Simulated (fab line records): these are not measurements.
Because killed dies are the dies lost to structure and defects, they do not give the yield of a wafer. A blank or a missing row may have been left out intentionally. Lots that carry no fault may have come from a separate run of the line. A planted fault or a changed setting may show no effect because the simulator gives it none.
Comparing a struck lot with a sound one :: flow n5Finfet :: 27 out of 1938 route steps
Sound: wafers L722.1, L722.2, L722.4. The struck wafers were L712.1, L712.2, L712.3. The cause is given at the end.
For every step that has rows: the tool of each side, followed by ch and its chambers, followed by its first start. Under that, the readings that differ: sound wafers :: struck wafers :: difference of the means :: sigmas: that difference in standard deviations of wafers without a fault.
alike: a reading whose means differ by less than 2 such deviations, as well as words and numbers matching on both sides. not compared: withheld readings; readings where some wafer has no value; bounds like >300 that might hide an equal value; numbers whose values overlap and for which the record gives no deviation.
A row with sigmas, a row that says differs or no value, or rows on one side alone: a step with any of these is where the two part. When numbers do not overlap yet have no deviation, they are printed without sigmas and do not part them. A reading that every wafer of one side lacks parts them only if that side has two wafers or more.

first, 3 steps without rows for these wafers: N5_BEOL_M0_WET_ETCH_106 (etches SiO2 in DHF, target depth 130 nm, rinse time 30 s); N5_BEOL_M0_ETCH_128 (etches SiCN in CF4/N2, target depth 12 nm, overetch 5.1 nm, time 21.4 s); N5_BEOL_M0_TRENCH_ETCH_107 (etches SiOC in C4F6/O2, target depth 32.8 nm, time 16.4 s).
N5_BEOL_M0_STRIP_142: strips in N2/H2, time 10 s.
  sound on rieDiel-06 ch 2,3, day 9 14:58; struck on rieDiel-06 ch 1,2,3, day 7 16:01
  alike: chamberPressureMTorr, drypumpMotorCurrentA, n2FlowSccm, oesProductAu, rfVppV, showerheadPlenumPTorr, tempC, throttleValvePct
  not compared: rfHoursCounterH
N5_BEOL_M0_OCD_MEAS_108:
  sound on ocd-02, day 9 15:03; struck on ocd-02, day 7 16:05
  alike: trenchDepthNm
then, 2 steps without rows for these wafers: N5_BEOL_M0_HM_STRIP_129 (strips TiN in peroxide tin strip, target depth 17 nm, time 108 s); N5_BEOL_M0_SRD_130 (time 30 s).
N5_BEOL_M0_ETCH_109: etches SiCN in CH3F/O2, target depth 8 nm, overetch 2.4 nm, time 27.4 s.
  sound on rieDiel-06 ch 0,2,3, day 9 15:12; struck on rieDiel-01 ch 0,2,3, day 7 16:12
  alike: chamberPressureMTorr, drypumpMotorCurrentA, oesProductAu, rfVppV, showerheadPlenumPTorr, throttleValvePct
  not compared: rfHoursCounterH
then, 3 steps without rows for these wafers: N5_BEOL_M0_STRIP_139 (strips in post etch residue remover, time 60 s); N5_BEOL_M0_SRD_111 (time 30 s); N5_BEOL_M0_DEGAS_112 (time 60 s).
N5_BEOL_M0_PRE_CLEAN_113: time 30 s.
  sound on pvdSputter-01, day 9 15:43; struck on pvdSputter-02, day 7 16:29
  alike: heaterPowerW
N5_BEOL_M0_ALD_136: deposits TaN, pulse time 2 s, purge time 3 s, co reactant purge time 2 s.
  sound on aldMetal-02 ch 0,2,3, day 9 15:47; struck on aldMetal-01 ch 0,1,2, day 7 16:37
  no value came back on the struck wafers for aldCycles, chamberPressureTorr (Torr), coReactantPulseTimeS (s), heaterPowerW (W); on the sound wafers aldCycles reads 30 30 30
N5_BEOL_M0_SURFACE_TREAT_137:
  sound on pvdSputter-02, day 9 16:14; struck on pvdSputter-03, day 7 16:50
  not compared: throttleValvePct
then, 3 steps without rows for these wafers: N5_BEOL_M0_CVD_115 (deposits Co from CCTBA/H2, time 120 s); N5_BEOL_M0_SPUTTER_116 (material Cu, target thk 4 nm, time 7.37 s); N5_BEOL_M0_ANNEAL_117 (time 60 s).
N5_BEOL_M0_SPUTTER_132: material Cu, target thk 4 nm, time 7.37 s.
  sound on pvdSputter-01, day 9 18:02; struck on pvdSputter-02, day 7 17:07
  alike: throttleValvePct
then, 6 steps without rows for these wafers: N5_BEOL_M0_ANNEAL_133 (time 60 s); N5_BEOL_M0_SPUTTER_134 (material Cu, target thk 4 nm, time 7.37 s); N5_BEOL_M0_ANNEAL_135 (time 60 s); N5_BEOL_M0_SPUTTER_141 (material Cu, target thk 4 nm, time 7.37 s); N5_BEOL_M0_ECD_118 (material Cu, target thk 300 nm); N5_BEOL_M0_ANNEAL_119 (time 90 s).
N5_BEOL_M0_CMP_120: polishes, stops on SiOC, t overpolish 6.9 s.
  sound on cmp-02 ch 0,1,3, day 9 18:58; struck on cmp-01 ch 0,1,2, day 7 17:59
reading: barrierFieldEndpointS (s)
sound: 3.85 3.45 3.91
struck: 1.65 1.79 1.65
difference: -2.04
sigmas: -12
  alike: motorCurrentA
N5_BEOL_M4_RC_MEAS_101:
  the record has rows for the sound wafers here (prober-01 ch 0, day 11 22:05) and none for the struck ones
-- here the record skips 7 days between the struck wafers' starts before and after, leaving off in module BEOL_M4 and picking up in module PASSIVATION (first step shown: number 1936 of the route) --
N5_PASSIVATION_PROBE_49:
  sound on prober-02, day 16 10:16; struck on prober-02, day 14 07:41
reading: defectLimitedYield (%)
sound: 90.6 91.0 91.6
struck: 0 0 0
difference: -91
sigmas: -57

reading: killed_at_M0_to_M3
sound: 58 30 41
struck: 1143 1125 1148
difference: +1096
sigmas: +99 or more

reading: killedDies
sound: 111 106 99
struck: 1180 1180 1180
difference: +1075
sigmas: +60

reading: killedOnRim
sound: 12 12 13
struck: 152 152 152
difference: +140
sigmas: +33

reading: sort_bin_5_function (%)
sound: 6.0 5.2 4.8
struck: 97.7 96.9 97.6
difference: +92.1
sigmas: +96

reading: sortNPass
sound: 1069 1074 1081
struck: 0 0 0
difference: -1075
sigmas: -54

reading: sortYieldPct (%)
sound: 90.6 91.0 91.6
struck: 0 0 0
difference: -91
sigmas: -54
  alike: killed_at_M4_up, killedAtContacts, killedAtFrontEnd, killedAtOther, killedOpen, killedShort, sort_bin_6_memory, sort_bin_8_speed

== WHERE THEY PART ==
Earliest at N5_BEOL_M0_ALD_136; latest, in this record, at N5_PASSIVATION_PROBE_49.

WHY: what had been put in by the simulator
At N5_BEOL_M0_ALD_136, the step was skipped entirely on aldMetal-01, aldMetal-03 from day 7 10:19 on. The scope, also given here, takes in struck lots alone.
